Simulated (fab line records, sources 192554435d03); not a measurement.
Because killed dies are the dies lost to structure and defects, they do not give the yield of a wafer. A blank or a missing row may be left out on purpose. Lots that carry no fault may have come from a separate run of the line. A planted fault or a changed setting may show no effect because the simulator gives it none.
fab line records ; flow n5Finfet
record lots=7; wafers=39
route steps=1938 shown BEOL_M11@1578 MIM_BOT_ETCH@1866
startH: hours from the record's first day to the start of the lot's first wafer shown ; waitH: hours elapsed since this lot's preceding step ; " as in the row above ; L1.1+2: one row covering several wafers at once ; - no value, or no start given ; * or withheld: withheld ; < > ~ a bound
route shown NAME@n: NAME is a module with steps in the file, n the number in the route of the first one ; usual: average and standard deviation across the fault-free wafers ; same: alike in all rows ; chamber/n: place in a boat ; sites: the reading at each site ; _std_site: standard deviation across them ; _edge_site: outer sites' mean less inner sites' ; radiusMm: how far each site lies from the wafer's centre ; mask NAME#n: copy n ; behind: the last tool/chamber to shape the wafer ; hold: why the lot was held/for how many hours/how that ended ; device: transistor that didn't switch, given as n, p or np ; end of line: tests run on the same wafers once the route is complete ; a step without rows: its recipe alone ; killed: not the wafer's yield, but the dies lost to structure and defects at the first sort ; map: a wafer's dies, x killed, . not, _ none there
set.NAME: the setting the step ran with; set.NAME@STEP: the setting that earlier step ran with ; model.NAME: the simulator's own value behind a step, which no gauge read
lots run with intentionally changed settings; tables by step, rows by wafer
## steps
# step N5_BEOL_M11_TRENCH_ETCH_37
# recipe chemistry=C4F6/O2; targetDepthA=1488.3; target=SiCOH_lowk; timeS=48; ionEnergyEv=250; pressureMtorr=30; sourceW=345; biasW=185; Ar_flow_sccm=300; C4F6_flow_sccm=10; O2_flow_sccm=10
lot.wafer;tool;chamber;startH;waitH;set.targetDepthA;model.BEOL_M11.featureDepthNm;model.etch.depthNm;model.TiN_of_BEOL_M11_HM_DEP_02.thkNm
L076.1;rieDiel-03;1;-;-;1170;115.6;115.5;17.4
L076.2;rieDiel-03;0;-;-;1170;115.8;115.8;17
L076.3;rieDiel-03;3;-;-;1488.3;148.4;148.4;16
L076.4;rieDiel-03;2;-;-;1488.3;146.8;146.9;16
L076.5;rieDiel-03;0;-;-;1488.3;148.2;148.2;16
L076.6;rieDiel-03;1;-;-;1170;115.6;115.6;17
L077.1;rieDiel-04;2;-;-;1050;102.6;102.5;17.2
L077.2;rieDiel-04;1;-;-;1488.3;151;151;16
L077.3;rieDiel-04;3;-;-;1050;102.2;102.3;17.2
L077.4;rieDiel-04;2;-;-;1488.3;144.8;144.9;15.6
L077.5;rieDiel-04;1;-;-;1488.3;150.2;150.3;15.4
L077.6;rieDiel-04;3;-;-;1050;102.6;102.6;17.2
L082.1;rieDiel-01;0;-;-;1488.3;155.2;155.1;15.8
L082.2;rieDiel-01;3;-;-;1488.3;143.8;143.8;16.4
L082.3;rieDiel-01;2;-;-;1488.3;144;144;16.2
L082.4;rieDiel-01;1;-;-;1488.3;150.8;150.8;15.6
L082.5;rieDiel-01;3;-;-;1488.3;144.4;144.3;16.2
L082.6;rieDiel-01;0;-;-;1488.3;155.8;155.7;15.4
L091.1;rieDiel-03;2;-;-;1488.3;141.6;141.5;16.2
L091.2;rieDiel-03;0;-;-;977.8;96.4;96.42;17
L091.3;rieDiel-03;1;-;-;1488.3;144.6;144.7;15.8
L091.4;rieDiel-03;1;-;-;977.8;95.4;95.48;17.4
L091.5;rieDiel-03;2;-;-;1488.3;143.2;143.1;16
L091.6;rieDiel-03;0;-;-;977.8;95.8;95.88;17.4
L092.1;rieDiel-03;1;-;-;1488.3;145.8;145.9;15.8
L092.2;rieDiel-03;2;-;-;1031;99.2;99.14;17.2
L092.3;rieDiel-03;0;-;-;1031;101.2;101.3;17
L092.4;rieDiel-03;1;-;-;1488.3;145.4;145.3;15.8
L092.5;rieDiel-03;2;-;-;1488.3;143;142.9;16.2
L092.6;rieDiel-03;0;-;-;1031;102;101.9;17.2
L093.2;rieDiel-01;3;-;-;1488.3;141.2;141.1;16.4
L093.3;rieDiel-01;2;-;-;1488.3;141.8;141.8;16.2
L093.6;rieDiel-01;0;-;-;1488.3;151.6;151.5;16
L095.1;rieDiel-03;1;-;-;1488.3;145;144.9;15.6
L095.2;rieDiel-03;2;-;-;1488.3;142.8;142.8;16
L095.3;rieDiel-03;0;-;-;1488.3;145.8;145.8;15.8
L095.4;rieDiel-03;1;-;-;1488.3;144.6;144.5;15.8
L095.5;rieDiel-03;0;-;-;1488.3;146.6;146.5;16.2
L095.6;rieDiel-03;2;-;-;1488.3;142.8;142.7;15.6
# step N5_BEOL_M11_ETCH_41
# recipe chemistry=CH3F/O2; target=SiCN; targetDepthA=426; taperDeg=2; timeS=86; ionEnergyEv=120; maskMaterial=TiN; pressureMtorr=30; sourceW=395; biasW=75; Ar_flow_sccm=150; CH3F_flow_sccm=30; O2_flow_sccm=20
# step N5_BEOL_M11_STRIP_77
# recipe chemistry=N2/H2; timeS=10; powerW=450; tempC=40; pressureMtorr=20; rfFrequencyHz=6e+07; biasPowerW=7; n2FlowSccm=200; h2FlowSccm=200
# step N5_BEOL_M11_OCD_MEAS_38
# usual trenchDepthNm=147/3.5
lot.wafer;tool;chamber;startH;waitH;set.targetDepthA@BEOL_M11_TRENCH_ETCH_37;trenchDepthNm
L076.1;ocd-02;-;236.02;-;1170;115
L076.2;ocd-02;-;236.02;-;1170;115
L076.3;ocd-02;-;236.02;-;1488.3;148
L076.4;ocd-02;-;236.02;-;1488.3;146
L076.5;ocd-02;-;236.02;-;1488.3;147
L076.6;ocd-02;-;236.02;-;1170;115
L077.1;ocd-02;-;242.19;-;1050;103
L077.2;ocd-02;-;242.19;-;1488.3;151
L077.3;ocd-02;-;242.19;-;1050;103
L077.4;ocd-02;-;242.19;-;1488.3;145
L077.5;ocd-02;-;242.19;-;1488.3;150
L077.6;ocd-02;-;242.19;-;1050;102
L082.1;ocd-02;-;260.37;-;1488.3;155
L082.2;ocd-02;-;260.37;-;1488.3;144
L082.3;ocd-02;-;260.37;-;1488.3;143
L082.4;ocd-02;-;260.37;-;1488.3;151
L082.5;ocd-02;-;260.37;-;1488.3;144
L082.6;ocd-02;-;260.37;-;1488.3;155
L091.1;ocd-01;-;330.46;-;1488.3;141
L091.2;ocd-01;-;330.46;-;977.8;96
L091.3;ocd-01;-;330.46;-;1488.3;145
L091.4;ocd-01;-;330.46;-;977.8;96
L091.5;ocd-01;-;330.46;-;1488.3;143
L091.6;ocd-01;-;330.46;-;977.8;96
L092.1;ocd-02;-;333.44;-;1488.3;146
L092.2;ocd-02;-;333.44;-;1031;100
L092.3;ocd-02;-;333.44;-;1031;101
L092.4;ocd-02;-;333.44;-;1488.3;145
L092.5;ocd-02;-;333.44;-;1488.3;143
L092.6;ocd-02;-;333.44;-;1031;102
L093.2;ocd-01;-;335.54;-;1488.3;141
L093.3;ocd-01;-;335.54;-;1488.3;141
L093.6;ocd-01;-;335.54;-;1488.3;152
L095.1;ocd-01;-;348.75;-;1488.3;145
L095.2;ocd-01;-;348.75;-;1488.3;143
L095.3;ocd-01;-;348.75;-;1488.3;146
L095.4;ocd-01;-;348.75;-;1488.3;145
L095.5;ocd-01;-;348.75;-;1488.3;147
L095.6;ocd-01;-;348.75;-;1488.3;143
# step N5_BEOL_M11_HM_STRIP_39
# recipe chemistry=peroxideTinStrip; material=TiN; targetDepthA=250; tempC=50; timeS=158
# step N5_BEOL_M11_SRD_40
# recipe timeS=30; tempC=23; rinseLiquid=diw; dry=ipaMarangoni
# step N5_BEOL_M11_ECD_50
# recipe material=Cu; targetThkA=3180
# step N5_BEOL_M11_ANNEAL_51
# recipe tempC=225; timeS=90; ambient=N2
# step N5_BEOL_M11_CMP_52
# recipe stopOn=SiCOH_lowk; tOverpolishS=7; downForcePsi=1; platenRpm=50; clearingPlatenDownForcePsi=1.5; clearingPlatenRpm=50; postCmpClean=cuAlkaline; targetThkNm=140; clearingPlatenPadVelocityMS=0.99484; padVelocityMS=0.99484
lot.wafer;tool;chamber;startH;waitH;set.targetDepthA@BEOL_M11_TRENCH_ETCH_37;model.Cu_of_BEOL_M11_ECD_50.thkNm
L076.1;cmp-04;1;238.50;0.3;1170;107
L076.3;cmp-04;2;238.50;0.3;1488.3;141.4
L076.2;cmp-04;3;238.50;0.3;1170;106.2
L076.4;cmp-04;0;238.50;0.3;1488.3;138.4
L076.5;cmp-04;1;238.50;0.3;1488.3;140
L076.6;cmp-04;2;238.50;0.3;1170;108.2
L077.1;cmp-04;1;245.57;0.3;1050;93.6
L077.3;cmp-04;2;245.57;0.3;1050;93.4
L077.2;cmp-04;3;245.57;0.3;1488.3;140.8
L077.4;cmp-04;0;245.57;0.3;1488.3;136.8
L077.5;cmp-04;1;245.57;0.3;1488.3;141.8
L077.6;cmp-04;2;245.57;0.3;1050;93.2
L082.1;cmp-02;0;264.11;0.3;1488.3;144.6
L082.2;cmp-02;1;264.11;0.3;1488.3;134.4
L082.4;cmp-02;2;264.11;0.3;1488.3;142.4
L082.3;cmp-02;3;264.11;0.3;1488.3;134
L082.6;cmp-02;0;264.11;0.3;1488.3;145.6
L082.5;cmp-02;1;264.11;0.3;1488.3;134.8
L091.1;cmp-04;2;333.73;0.3;1488.3;131.2
L091.4;cmp-04;3;333.73;0.3;977.8;84.4
L091.2;cmp-04;0;333.73;0.3;977.8;86.8
L091.3;cmp-04;1;333.73;0.3;1488.3;134.2
L091.6;cmp-04;2;333.73;0.3;977.8;86
L091.5;cmp-04;3;333.73;0.3;1488.3;131.8
L092.3;cmp-02;3;335.86;0.3;1031;92.2
L092.1;cmp-02;0;335.86;0.3;1488.3;136
L092.2;cmp-02;1;335.86;0.3;1031;89.6
L092.4;cmp-02;2;335.86;0.3;1488.3;137.2
L092.6;cmp-02;3;335.86;0.3;1031;92
L092.5;cmp-02;0;335.86;0.3;1488.3;133.8
L093.3;cmp-01;1;339.09;0.2;1488.3;131.6
L093.2;cmp-01;3;339.09;0.2;1488.3;130.6
L093.6;cmp-01;0;339.09;0.2;1488.3;143
L095.2;cmp-04;0;351.28;0.2;1488.3;134.4
L095.3;cmp-04;1;351.28;0.2;1488.3;138
L095.4;cmp-04;2;351.28;0.2;1488.3;136.4
L095.1;cmp-04;3;351.28;0.2;1488.3;135.6
L095.5;cmp-04;0;351.28;0.2;1488.3;138.4
L095.6;cmp-04;1;351.28;0.2;1488.3;134.8
# step N5_BEOL_M11_THK_MEAS_53
# recipe thkMeasGauge=xrf; reads=Cu_of_BEOL_M11_ECD_50
# usual M11_THK=133/3.8
lot.wafer;tool;chamber;startH;waitH;set.targetDepthA@BEOL_M11_TRENCH_ETCH_37;M11_THK[nm]
L076.1;filmMetro-02;-;238.79;-;1170;103
L076.2;filmMetro-02;-;238.79;-;1170;102
L076.3;filmMetro-02;-;238.79;-;1488.3;136
L076.4;filmMetro-02;-;238.79;-;1488.3;134
L076.5;filmMetro-02;-;238.79;-;1488.3;135
L076.6;filmMetro-02;-;238.79;-;1170;104
L077.1;filmMetro-01;-;245.87;-;1050;91
L077.2;filmMetro-01;-;245.87;-;1488.3;137
L077.3;filmMetro-01;-;245.87;-;1050;91
L077.4;filmMetro-01;-;245.87;-;1488.3;133
L077.5;filmMetro-01;-;245.87;-;1488.3;138
L077.6;filmMetro-01;-;245.87;-;1050;91
L082.1;filmMetro-02;-;264.41;-;1488.3;139
L082.2;filmMetro-02;-;264.41;-;1488.3;130
L082.3;filmMetro-02;-;264.41;-;1488.3;128
L082.4;filmMetro-02;-;264.41;-;1488.3;137
L082.5;filmMetro-02;-;264.41;-;1488.3;130
L082.6;filmMetro-02;-;264.41;-;1488.3;140
L091.1;filmMetro-02;-;334.03;-;1488.3;126
L091.2;filmMetro-02;-;334.03;-;977.8;83
L091.3;filmMetro-02;-;334.03;-;1488.3;128
L091.4;filmMetro-02;-;334.03;-;977.8;81
L091.5;filmMetro-02;-;334.03;-;1488.3;127
L091.6;filmMetro-02;-;334.03;-;977.8;82
L092.1;filmMetro-02;-;336.16;-;1488.3;129
L092.2;filmMetro-02;-;336.16;-;1031;86
L092.3;filmMetro-02;-;336.16;-;1031;88
L092.4;filmMetro-02;-;336.16;-;1488.3;131
L092.5;filmMetro-02;-;336.16;-;1488.3;127
L092.6;filmMetro-02;-;336.16;-;1031;87
L093.2;filmMetro-02;-;339.34;-;1488.3;125
L093.3;filmMetro-02;-;339.34;-;1488.3;125
L093.6;filmMetro-02;-;339.34;-;1488.3;137
L095.1;filmMetro-01;-;351.57;-;1488.3;131
L095.2;filmMetro-01;-;351.57;-;1488.3;130
L095.3;filmMetro-01;-;351.57;-;1488.3;133
L095.4;filmMetro-01;-;351.57;-;1488.3;131
L095.5;filmMetro-01;-;351.57;-;1488.3;134
L095.6;filmMetro-01;-;351.57;-;1488.3;130
# step N5_BEOL_M11_PRE_CLEAN_55
# recipe gas=NH3; timeS=15; tempC=withheld; rfPowerW=300
# step N5_BEOL_M11_DEP_56
# recipe material=SiCN; targetThkA=300; tempC=withheld; precursor=3MS/NH3; pressureTorr=3; rfW=675; timeS=10.5
# step N5_BEOL_M11_RS_MEAS_57
# recipe thkMeasGauge=four-point-probe; reads=Cu_of_BEOL_M11_ECD_50+Co_of_BEOL_M11_CVD_75+TaN_of_BEOL_M11_ALD_74
# usual M11_RS=0.153/0.0046
lot.wafer;tool;chamber;startH;waitH;set.targetDepthA@BEOL_M11_TRENCH_ETCH_37;M11_RS[ohm/sq]
L076.1;filmMetro-01;-;238.95;0.1;1170;0.204
L076.2;filmMetro-01;-;238.95;0.1;1170;0.206
L076.3;filmMetro-01;-;238.95;0.1;1488.3;0.149
L076.4;filmMetro-01;-;238.95;0.1;1488.3;0.153
L076.5;filmMetro-01;-;238.95;0.1;1488.3;0.151
L076.6;filmMetro-01;-;238.95;0.1;1170;0.202
L077.1;filmMetro-01;-;245.99;0.0;1050;0.237
L077.2;filmMetro-01;-;245.99;0.0;1488.3;0.150
L077.3;filmMetro-01;-;245.99;0.0;1050;0.238
L077.4;filmMetro-01;-;245.99;0.0;1488.3;0.155
L077.5;filmMetro-01;-;245.99;0.0;1488.3;0.149
L077.6;filmMetro-01;-;245.99;0.0;1050;0.239
L082.1;filmMetro-01;-;264.53;0.0;1488.3;0.146
L082.2;filmMetro-01;-;264.53;0.0;1488.3;0.158
L082.3;filmMetro-01;-;264.53;0.0;1488.3;0.158
L082.4;filmMetro-01;-;264.53;0.0;1488.3;0.148
L082.5;filmMetro-01;-;264.53;0.0;1488.3;0.158
L082.6;filmMetro-01;-;264.53;0.0;1488.3;0.145
L091.1;filmMetro-02;-;334.15;0.0;1488.3;0.162
L091.2;filmMetro-02;-;334.15;0.0;977.8;0.259
L091.3;filmMetro-02;-;334.15;0.0;1488.3;0.158
L091.4;filmMetro-02;-;334.15;0.0;977.8;0.267
L091.5;filmMetro-02;-;334.15;0.0;1488.3;0.161
L091.6;filmMetro-02;-;334.15;0.0;977.8;0.261
L092.1;filmMetro-02;-;336.28;0.0;1488.3;0.156
L092.2;filmMetro-02;-;336.28;0.0;1031;0.250
L092.3;filmMetro-02;-;336.28;0.0;1031;0.242
L092.4;filmMetro-02;-;336.28;0.0;1488.3;0.154
L092.5;filmMetro-02;-;336.28;0.0;1488.3;0.159
L092.6;filmMetro-02;-;336.28;0.0;1031;0.242
L093.2;filmMetro-01;-;339.47;0.0;1488.3;0.163
L093.3;filmMetro-01;-;339.47;0.0;1488.3;0.162
L093.6;filmMetro-01;-;339.47;0.0;1488.3;0.148
L095.1;filmMetro-02;-;351.70;0.0;1488.3;0.156
L095.2;filmMetro-02;-;351.70;0.0;1488.3;0.158
L095.3;filmMetro-02;-;351.70;0.0;1488.3;0.153
L095.4;filmMetro-02;-;351.70;0.0;1488.3;0.155
L095.5;filmMetro-02;-;351.70;0.0;1488.3;0.153
L095.6;filmMetro-02;-;351.70;0.0;1488.3;0.158
# step N5_MIM_BOT_ETCH_ETCH_04
# recipe chemistry=CF4/O2; target=SiNx; targetDepthA=260; timeS=13; ionEnergyEv=100; pressureMtorr=40; sourceW=535; biasW=49; Ar_flow_sccm=100; cf4FlowSccm=100; O2_flow_sccm=10
lot.wafer;tool;chamber;startH;waitH;set.timeS;model.etch.depthNm;model.MIM_BOT_ETCH.cdOffsetNm
L076.1;rieDiel-05;1;265.61;0.0;9.825;19.78;0.2
L076.2;rieDiel-05;0;265.61;0.0;9.825;20.29;0.4
L076.3;rieDiel-05;3;265.61;0.0;13;25.45;0.2
L076.4;rieDiel-05;2;265.61;0.0;13;25.59;0.2
L076.5;rieDiel-05;1;265.61;0.0;9.825;19.59;0.2
L076.6;rieDiel-05;0;265.61;0.0;13;26.85;0.2
L077.1;rieDiel-05;0;275.34;0.0;13;26.9;0
L077.2;rieDiel-05;3;275.34;0.0;8.021;15.85;0.6
L077.3;rieDiel-05;2;275.34;0.0;8.021;15.98;0.4
L077.4;rieDiel-05;1;275.34;0.0;8.021;16.36;0.4
L077.5;rieDiel-05;2;275.34;0.0;13;25.58;0
L077.6;rieDiel-05;3;275.34;0.0;13;25.8;0
L082.1;rieDiel-06;1;296.19;0.0;17.68;35.74;-0.4
L082.2;rieDiel-06;0;296.19;0.0;17.68;34.9;-0.4
L082.3;rieDiel-06;2;296.19;0.0;17.68;35.12;-0.2
L082.4;rieDiel-06;3;296.19;0.0;13;25.91;0
L082.5;rieDiel-06;3;296.19;0.0;13;26.19;-0.2
L082.6;rieDiel-06;0;296.19;0.0;13;25.9;0
L092.1;rieDiel-05;3;366.55;0.0;5.623;11.04;0.6
L092.2;rieDiel-05;0;366.55;0.0;5.623;11.26;0.6
L092.3;rieDiel-05;1;366.55;0.0;5.623;11.12;0.6
L092.4;rieDiel-05;0;366.55;0.0;13;26.16;0
L092.5;rieDiel-05;1;366.55;0.0;13;25.85;-0.2
L092.6;rieDiel-05;3;366.55;0.0;13;25.75;0
L093.2;rieDiel-06;0;366.91;0.0;13;26.05;-0.2
L093.3;rieDiel-06;1;366.91;0.0;13;26.91;0
L093.6;rieDiel-06;3;366.91;0.0;13;26.21;-0.2
L091.1;rieDiel-02;0;371.85;0.0;9.428;18.99;0.4
L091.2;rieDiel-02;1;371.85;0.0;13;26.55;-0.2
L091.3;rieDiel-02;3;371.85;0.0;9.428;19.2;0.4
L091.4;rieDiel-02;1;371.85;0.0;9.428;19.28;0.2
L091.5;rieDiel-02;0;371.85;0.0;13;26.23;0
L091.6;rieDiel-02;3;371.85;0.0;13;26.5;0
L095.1;rieDiel-02;0;381.59;0.0;13;26.16;0
L095.2;rieDiel-02;1;381.59;0.0;13;26.63;-0.2
L095.3;rieDiel-02;3;381.59;0.0;13;26.26;0.2
L095.4;rieDiel-02;3;381.59;0.0;13;26.5;0
L095.5;rieDiel-02;1;381.59;0.0;13;26.71;-0.2
L095.6;rieDiel-02;0;381.59;0.0;13;26.14;0
## key
split step=N5_BEOL_M11_TRENCH_ETCH_37; setting=targetDepthA; stated=1488.3; by=wafer
response step=N5_BEOL_M11_TRENCH_ETCH_37; reading=model.BEOL_M11.featureDepthNm; change=+1.46; per=1%; r=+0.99
response step=N5_BEOL_M11_TRENCH_ETCH_37; reading=model.etch.depthNm; change=+1.46; per=1%; r=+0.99
response step=N5_BEOL_M11_TRENCH_ETCH_37; reading=model.TiN_of_BEOL_M11_HM_DEP_02.thkNm; change=-0.0435; per=1%; r=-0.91
response step=N5_BEOL_M11_OCD_MEAS_38; reading=trenchDepthNm; change=+1.46; per=1%; r=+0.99
response step=N5_BEOL_M11_CMP_52; reading=model.Cu_of_BEOL_M11_ECD_50.thkNm; change=+1.46; per=1%; r=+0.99
response step=N5_BEOL_M11_THK_MEAS_53; reading=M11_THK; change=+1.4; per=1%; r=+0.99
response step=N5_BEOL_M11_RS_MEAS_57; reading=M11_RS; change=-0.00287; per=1%; r=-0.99
split step=N5_MIM_BOT_ETCH_ETCH_04; setting=timeS; stated=13; by=wafer
response step=N5_MIM_BOT_ETCH_ETCH_04; reading=model.etch.depthNm; change=+0.26; per=1%; r=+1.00
response step=N5_MIM_BOT_ETCH_ETCH_04; reading=model.MIM_BOT_ETCH.cdOffsetNm; change=-0.0106; per=1%; r=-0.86
